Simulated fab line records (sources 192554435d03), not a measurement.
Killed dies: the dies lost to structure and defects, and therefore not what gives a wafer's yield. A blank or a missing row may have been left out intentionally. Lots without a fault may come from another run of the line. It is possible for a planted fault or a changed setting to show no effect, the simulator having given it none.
Chamber matching	flow n5-finfet	4 sister chambers for N5_HKMG_FIN_NWFM_ALD_20 on ald-metal-01
The step deposits TiAlC, target thk 2 nm, pulse time 3 s, purge time 2 s. 4 wafers are shown with their chamber, then 11 later ones without.

WAFERS, EACH WITH ITS CHAMBER
wafer	chamber	heater-power-w (W)
L082.5	3	474
L087.1	2	478
L087.2	0	548
L091.2	1	493

WAFERS WITHOUT THEIR CHAMBER
wafer	heater-power-w (W)
L091.3	539
L091.4	491
L094.1	497
L094.4	470
L094.6	498
L095.1	541
L095.4	492
L095.6	534
L096.3	544
L096.4	496
L096.5	496

WHICH CHAMBER EACH ONE RAN IN
wafer	from the rows above	in truth
L091.3	0	0
L091.4	can't be placed: 1 or 2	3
L094.1	1	1
L094.4	can't be placed: 3 or 2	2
L094.6	1	1
L095.1	0	0
L095.4	1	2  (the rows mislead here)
L095.6	0	0
L096.3	0	0
L096.4	1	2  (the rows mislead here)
L096.5	1	1
Correct placement for 7 of the 11. Can't be placed from these rows: 2 (the true chamber is among the candidates in 1). 2 placed wrongly.
How it was worked out, from the rows above alone: a wafer's distance from a chamber is the root of the sum, over the readings, of the square of ((its reading less the chamber's mean) divided by the reading's scatter). If the next closest chamber is less than 2 further off than the closest, the wafer can't be placed; otherwise it belongs to the closest. The mean given for a chamber averages the wafers shown for that chamber. The scatter: root of mean squared gap, hidden wafer to nearest shown wafer, with one shown wafer a chamber.
